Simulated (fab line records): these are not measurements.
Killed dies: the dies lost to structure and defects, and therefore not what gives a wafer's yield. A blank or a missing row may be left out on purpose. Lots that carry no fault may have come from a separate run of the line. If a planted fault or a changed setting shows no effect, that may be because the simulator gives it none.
Split-lot experiment ; flow n5Finfet ; on a route of 1938 steps: 7 lots, 21 wafers read

== ON THE SPLIT ==
At N5_BEOL_M15_COAT_04 (resist thk 800 nm), the setting spinRpm was moved away from the recipe's 1704 rpm on 5 of the 21 wafers read, by -9.7% to -3.1%. All remaining wafers had this setting at the recipe value.

== FROM THE SPLIT TO THE READING: what the file shows between them, 3 steps ==
- N5_BEOL_M15_EBR_06
- N5_BEOL_M15_SOFTBAKE_05: time 60 s
- N5_BEOL_M15_DESCUM_15: chemistry O2, time 7.9 s

== THE READING ==
coat_of_BEOL_M15_COAT_04.thkNm (the simulator's own value, which no gauge read), in nm, at N5_BEOL_M15_ETCH_59 (etches BARC in N2/H2, target depth 89 nm, overetch 26.7 nm, time 67.9 s). The file gives no usual value for it. Here, 16 wafers ran the recipe; their average is 716.7 nm with a standard deviation of 2.2 nm.

wafer;tool, chamber at the split;spinRpm as run, rpm;against the recipe;coat_of_BEOL_M15_COAT_04.thkNm, nm;against lot-mates on the recipe
L075.1;lithoTrack-01, 0;1704;recipe;716.4;-
L075.4;lithoTrack-01, 0;1704;recipe;719.8;-
L075.6;lithoTrack-01, 0;1704;recipe;718.4;-
L077.2;lithoTrack-03, 0;1704;recipe;716.6;-
L077.3;lithoTrack-03, 0;1704;recipe;719;-
L077.4;lithoTrack-03, 0;1651;-3.1%;726.8;+9.0
L076.1;lithoTrack-02, 0;1704;recipe;721.4;-
L076.4;lithoTrack-02, 0;1704;recipe;717.4;-
L076.6;lithoTrack-02, 0;1554;-8.8%;753.2;+33.8
L078.1;lithoTrack-02, 0;1704;recipe;716.2;-
L078.4;lithoTrack-02, 0;1704;recipe;715.6;-
L078.6;lithoTrack-02, 0;1704;recipe;714.8;-
L079.1;lithoTrack-02, 0;1704;recipe;713.4;-
L079.3;lithoTrack-02, 0;1591;-6.6%;745.4;+32.0
L079.4;lithoTrack-02, 0;1591;-6.6%;742.6;+29.2
L080.1;lithoTrack-02, 0;1539;-9.7%;761.4;+44.5
L080.4;lithoTrack-02, 0;1704;recipe;716;-
L080.6;lithoTrack-02, 0;1704;recipe;717.8;-
L094.4;lithoTrack-02, 0;1704;recipe;715.8;-
L094.5;lithoTrack-02, 0;1704;recipe;715.2;-
L094.6;lithoTrack-02, 0;1704;recipe;713;-

FIT RESULTS
A straight line over all 21 wafers: coat_of_BEOL_M15_COAT_04.thkNm changes by -4.29 nm for each +1% of spinRpm; r = -0.99; the points scatter about the line by 2.3 nm.
The same after taking each lot's own level away (the mean of its wafers on the recipe; 21 wafers): -4.34 nm for each +1%; r = -0.99; scatter 2 nm.
According to that fit, moving spinRpm by its largest amount changes the reading by 42 nm.
Across the lots, their own levels run from 713.40 to 719.40 nm, a range of 2.8 times the standard deviation given above.
The two slopes are in agreement: the lot-to-lot level therefore moves the slope only a little.
Check: for one of the wafers moved furthest among these (-9.7%), held out of the fit, the line's prediction against its lot-mates is +40.5 nm. Against them it came out at +44.5 nm.

== THESE WAFERS: OTHER SPLITS ==
Before the reading, these wafers also passed through other splits. Each is held against what the fit with the lots' levels taken away leaves over:
other split on the same wafers;wafers away from the commonest value;r with coat_of_BEOL_M15_COAT_04.thkNm (lot level and that fit taken away)
N5_BEOL_M12_ILD_DEP_00 timeS;4;+0.44
N5_BEOL_M12_COAT_04 spinRpm;6;+0.17
N5_BEOL_M13_EXPOSE_07 doseMj;5;-0.34
N5_BEOL_M13_ETCH_59 timeS;9;+0.27

== THE WHOLE CHAIN: every reading that the file lists as answering this split, in the file's order ==
step;what it does;reading;change (the file's fit);r (the file's)
N5_BEOL_M15_COAT_04;resist thk 800 nm;coat_of_BEOL_M15_COAT_04.thkNm (the simulator's own value, which no gauge read);-4.17 nm for each +1% of the setting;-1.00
N5_BEOL_M15_ETCH_59;etches BARC in N2/H2, target depth 89 nm, overetch 26.7 nm, time 67.9 s;coat_of_BEOL_M15_COAT_04.thkNm (the simulator's own value, which no gauge read);-4.27 nm for each +1% of the setting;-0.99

== THE FILE'S OWN FIT ==
coat_of_BEOL_M15_COAT_04.thkNm changes by -4.27 nm for each +1% of spinRpm, r = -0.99.
